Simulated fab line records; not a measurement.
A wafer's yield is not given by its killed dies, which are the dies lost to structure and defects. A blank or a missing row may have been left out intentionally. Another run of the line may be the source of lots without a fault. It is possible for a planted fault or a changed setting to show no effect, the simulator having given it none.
Split-lot study -- flow n5_finfet -- 39 wafers read from 7 lots, route of 1938 steps

ABOUT THE SPLIT
At N5_SD_EPI_N_ETCH_45 (etches SiOCN in CH3F/O2, target depth 6 nm), the setting target_depth_a was moved away from the recipe's 60 angstrom on 12 of the 39 wafers read, by -48.4% to +59.2%. This setting was run at the recipe's value on the other wafers.

The reading comes from the split's own step.

THE READING
etch.depth_nm (the simulator's own value, which no gauge read), in nm, at N5_SD_EPI_N_ETCH_45 (etches SiOCN in CH3F/O2, target depth 6 nm). No usual value for it is given in the file. Average 5.942 nm, standard deviation 0.046 nm, over the 27 wafers here run with the recipe.

wafer,"tool, chamber at the split","target_depth_a as run, angstrom",against the recipe,"etch.depth_nm, nm",against lot-mates on the recipe
L077.1,"rie_diel-06, 0",60,recipe,5.933,-
L077.3,"rie_diel-06, 2",60,recipe,5.986,-
L077.5,"rie_diel-06, 3",60,recipe,5.939,-
L080.1,"rie_diel-04, 2",36.13,-39.8%,3.502,-2.479
L080.2,"rie_diel-04, 3",60,recipe,6.033,-
L080.3,"rie_diel-04, 1",36.13,-39.8%,3.531,-2.450
L080.4,"rie_diel-04, 0",36.13,-39.8%,3.603,-2.378
L080.5,"rie_diel-04, 3",60,recipe,5.956,-
L080.6,"rie_diel-04, 0",60,recipe,5.954,-
L083.1,"rie_diel-06, 2",60,recipe,5.949,-
L083.2,"rie_diel-06, 3",60,recipe,5.937,-
L083.3,"rie_diel-06, 0",60,recipe,5.933,-
L083.4,"rie_diel-06, 3",60,recipe,5.886,-
L083.5,"rie_diel-06, 0",60,recipe,5.962,-
L083.6,"rie_diel-06, 2",60,recipe,5.935,-
L087.1,"rie_diel-06, 3",60,recipe,6.02,-
L087.2,"rie_diel-06, 0",60,recipe,5.971,-
L087.3,"rie_diel-06, 1",30.97,-48.4%,3.071,-2.906
L087.4,"rie_diel-06, 2",30.97,-48.4%,3.073,-2.904
L087.5,"rie_diel-06, 0",30.97,-48.4%,3.082,-2.895
L087.6,"rie_diel-06, 3",60,recipe,5.941,-
L090.1,"rie_diel-04, 1",95.54,+59.2%,9.389,+3.483
L090.2,"rie_diel-04, 0",95.54,+59.2%,9.267,+3.361
L090.3,"rie_diel-04, 3",60,recipe,5.94,-
L090.4,"rie_diel-04, 1",60,recipe,5.806,-
L090.5,"rie_diel-04, 3",60,recipe,5.971,-
L090.6,"rie_diel-04, 0",95.54,+59.2%,9.386,+3.480
L092.1,"rie_diel-06, 0",60,recipe,5.935,-
L092.2,"rie_diel-06, 3",60,recipe,5.916,-
L092.3,"rie_diel-06, 1",60,recipe,5.86,-
L092.4,"rie_diel-06, 3",60,recipe,5.957,-
L092.5,"rie_diel-06, 1",60,recipe,5.903,-
L092.6,"rie_diel-06, 0",60,recipe,5.963,-
L096.1,"rie_diel-06, 3",60,recipe,5.935,-
L096.2,"rie_diel-06, 1",60,recipe,5.894,-
L096.3,"rie_diel-06, 2",40.66,-32.2%,4.049,-1.898
L096.4,"rie_diel-06, 0",60,recipe,6.011,-
L096.5,"rie_diel-06, 1",40.66,-32.2%,3.991,-1.956
L096.6,"rie_diel-06, 2",40.66,-32.2%,4.055,-1.892

FIT RESULTS
A straight line over all 39 wafers: etch.depth_nm changes by +0.0586 nm for each +1% of target_depth_a; r = +1.00; the points scatter about the line by 0.051 nm.
The same after taking each lot's own level away (the mean of its wafers on the recipe; 39 wafers): +0.0593 nm for each +1%; r = +1.00; scatter 0.049 nm.
That fit puts the effect of the largest move of target_depth_a on the reading at 3.5 nm.
From 5.9057 to 5.9810 nm: that is the span of the lots' own levels, equal to 1.6 times the standard deviation above.
So the lot-to-lot level changes the slope little: the two slopes agree.
Check: +3.5 nm against its lot-mates is what the line predicts for one of the wafers moved furthest among these (+59.2%) when that wafer is left out of the fit. It came out at +3.48 nm against them.

THE FILE'S OWN FIT
etch.depth_nm changes by +0.0594 nm for each +1% of target_depth_a, r = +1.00.
